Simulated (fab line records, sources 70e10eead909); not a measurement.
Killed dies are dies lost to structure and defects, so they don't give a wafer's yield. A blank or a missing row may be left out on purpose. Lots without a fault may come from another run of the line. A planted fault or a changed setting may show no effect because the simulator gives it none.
A struck lot beside a sound one | flow nand_harc | 41 steps out of a route of 1159
Sound: wafers L482.1, L482.3, L482.5. Struck: wafer L494.4. (L494.3, L494.6 of the same lot were not struck and are left out.) The cause comes at the end.
At each step with rows: each side's tool, then ch and its chambers, then its first start. Under that, the readings that differ: sound wafers | struck wafers | difference of the means | sigmas: that difference in standard deviations of wafers without a fault.
alike: readings whose means differ by less than 2 such deviations, and words and numbers that are the same on both sides. not compared: withheld readings, readings that some wafer has no value for, bounds like >300 that may hide the same value, and numbers for which the record gives no deviation and whose values overlap.
The two part at a step that has a row with sigmas, a row that says differs or no value, or rows on one side only. Numbers that don't overlap but have no deviation are shown without sigmas and don't part them. A reading that every wafer of one side lacks parts them only if that side has two wafers or more.

first, 1 step without rows for these wafers: NHARC_A_M1_DEVELOP_08 (develop time 35 s).
NHARC_A_M1_CD_MEAS_09: target cd 120 nm.
  sound on cd_sem-02 ch 0, day 17 11:59; struck on cd_sem-02 ch 0, day 20 11:11
  alike: cd_nm
NHARC_A_M1_OVL_MEAS_10: pitch 240 nm.
  sound on overlay-02, day 17 12:04; struck on overlay-02, day 20 11:16
  reading           | sound         | struck | difference | sigmas
  overlay_x_nm (nm) | -0.2 -0.4 0.3 | 1.5    | +1.6       | +2
  alike: overlay_y_nm
NHARC_A_M1_INSPECT_11:
  sound on defect_inspect-02, day 17 12:06; struck on defect_inspect-01, day 20 11:18
  alike: raw_defect_count
then, 2 steps without rows for these wafers: NHARC_A_M1_DESCUM_14 (chemistry O2, time 3 s); NHARC_A_M1_ETCH_35 (etches the open film in N2/H2, target depth 40 nm, overetch 12 nm, time 43.94 s).
NHARC_A_M1_ETCH_15: etches the open film in C4F8/Ar, target depth 182.5 nm, time 91.2 s.
  sound on rie_diel-05 ch 1,2,3; struck on rie_diel-10 ch 2
  alike: oes_product_au, rf_vpp_V
  not compared: rf_hours_counter_h
NHARC_A_M1_CD_MEAS_16:
  sound on cd_sem-02, day 17 12:31; struck on cd_sem-02, day 20 11:40
  alike: cd_nm
then, 4 steps without rows for these wafers: NHARC_A_M1_STRIP_18 (strips in N2/H2); NHARC_A_M1_ETCH_28 (etches the open film in CF4/N2, target depth 30 nm, time 72.99 s); NHARC_A_M1_STRIP_19 (strips in post etch residue remover, time 600 s); NHARC_A_M1_DEGAS_29 (time 60 s).
NHARC_A_M1_PRE_CLEAN_30: time 30 s.
  sound on pvd_sputter-03, day 17 13:20; struck on pvd_sputter-03, day 20 12:26
  alike: heater_power_w
NHARC_A_M1_PVD_20: deposits TaN, target thk 5 nm, time 8.06 s.
  sound on pvd_sputter-03; struck on pvd_sputter-03
  reading                | sound          | struck | difference | sigmas
  throttle_valve_pct (%) | 29.7 29.0 29.9 | 31.7   | +2.2       | +2
  alike: chamber_pressure_pa
NHARC_A_M1_PVD_21: deposits Cu, target thk 30 nm, time 20.49 s.
  sound on pvd_sputter-03; struck on pvd_sputter-03
  reading                | sound          | struck | difference | sigmas
  throttle_valve_pct (%) | 29.8 29.1 30.1 | 31.9   | +2.2       | +2
  alike: chamber_pressure_pa
then, 3 steps without rows for these wafers: NHARC_A_M1_ECD_22 (material Cu, target thk 400 nm); NHARC_A_M1_ANNEAL_31 (time 90 s); NHARC_A_M1_CMP_23 (polishes, t overpolish 20 s, target thk 154.34 nm).
NHARC_A_M1_THK_MEAS_24: measures by xrf.
  sound on film_metro-02, day 17 14:45; struck on film_metro-01, day 20 13:48
  alike: thk_nm
then, 4 steps without rows for these wafers: NHARC_A_M1_SRD_25; NHARC_A_M1_PRE_CLEAN_32 (time 12 s); NHARC_A_M1_DEP_33 (deposits SiCN, target thk 30 nm); NHARC_A_BONDPAD_DEP_00 (deposits SiCN, target thk 250 nm).
NHARC_A_BONDPAD_CMP_29: polishes SiCN, target thk 200 nm.
  sound on cmp-01 ch 0,2,3, day 17 16:04; struck on cmp-04 ch 2, day 20 15:07
  alike: motor_current_A
NHARC_A_BONDPAD_THK_MEAS_30: measures by ellipsometry.
  sound on film_metro-02, day 17 16:16; struck on film_metro-01, day 20 15:19
  alike: thk_nm
then, 10 steps without rows for these wafers: NHARC_A_BONDPAD_SRD_31; NHARC_A_BONDPAD_DEHYDRATE_01 (time 120 s); NHARC_A_BONDPAD_HMDS_02 (time 30 s); NHARC_A_BONDPAD_COAT_33 (time 65 s); NHARC_A_BONDPAD_COAT_03 (resist thk 600 nm); NHARC_A_BONDPAD_SOFTBAKE_04 (time 70 s); NHARC_A_BONDPAD_EBR_05; NHARC_A_BONDPAD_EXPOSE_06 (exposes mask A BPAD); NHARC_A_BONDPAD_PEB_07 (peb time 80 s); NHARC_A_BONDPAD_DEVELOP_08 (time 50 s).
NHARC_A_BONDPAD_CD_MEAS_09: target cd 500 nm.
  sound on cd_sem-02 ch 0, day 17 16:50; struck on cd_sem-02 ch 0, day 20 15:53
  reading    | sound             | struck | difference | sigmas
  cd_nm (nm) | 501.0 506.2 506.2 | 499.2  | -5.3       | -2
NHARC_A_BONDPAD_OVL_MEAS_35:
  sound on overlay-02, day 17 16:55; struck on overlay-02, day 20 15:58
  reading           | sound | struck | difference | sigmas
  overlay_x_nm (nm) | 9 9 9 | -3     | -12        | -2
  alike: overlay_y_nm
then, 1 step without rows for these wafers: NHARC_A_BONDPAD_HARDBAKE_10 (time 65 s).
NHARC_A_BONDPAD_DESCUM_11: chemistry O2, time 3 s.
  sound on rie_diel-09 ch 1,2, day 17 17:02; struck on rie_diel-09 ch 3, day 20 16:05
  reading                         | sound          | struck | difference | sigmas
  showerhead_plenum_p_Torr (Torr) | 1.80 1.80 1.80 | 2.04   | +0.24      | +2
  alike: drypump_motor_current_A, oes_product_au, rf_vpp_V, throttle_valve_pct
  not compared: rf_hours_counter_h
then, 1 step without rows for these wafers: NHARC_A_BONDPAD_ETCH_34 (etches the open film in N2/H2, target depth 60 nm, overetch 18 nm, time 65.91 s).
NHARC_END_SORT_01:
  sound on prober-02 ch 0, day 19 02:26; struck on prober-02 ch 0, day 22 04:18
  reading                  | sound          | struck | difference | sigmas
  defect_limited_yield (%) | 96.8 97.2 97.2 | 85.2   | -11.9      | -10
  killed_at_array          | 17 14 16       | 98     | +82        | +11
  killed_dies              | 22 19 19       | 100    | +80        | +10
  sort_bin_2_pct (%)       | 0.7 0.4 0.3    | 6.6    | +6.1       | +12
  sort_bin_3_pct (%)       | 0.15 0.30 0    | 2.22   | +2.07      | +10
  sort_bin_4_pct (%)       | 2.4 2.1 2.5    | 5.9    | +3.6       | +4
  sort_n_pass              | 655 658 658    | 577    | -80        | -10
  sort_yield_pct (%)       | 96.8 97.2 97.2 | 85.2   | -11.9      | -10
  alike: killed_at_other, killed_at_periphery, killed_open, killed_short, sort_rim_yield_pct

WHERE THEY PART
First at NHARC_A_M1_OVL_MEAS_10; last, within this record, at NHARC_END_SORT_01.

WHY: what the simulator had put in
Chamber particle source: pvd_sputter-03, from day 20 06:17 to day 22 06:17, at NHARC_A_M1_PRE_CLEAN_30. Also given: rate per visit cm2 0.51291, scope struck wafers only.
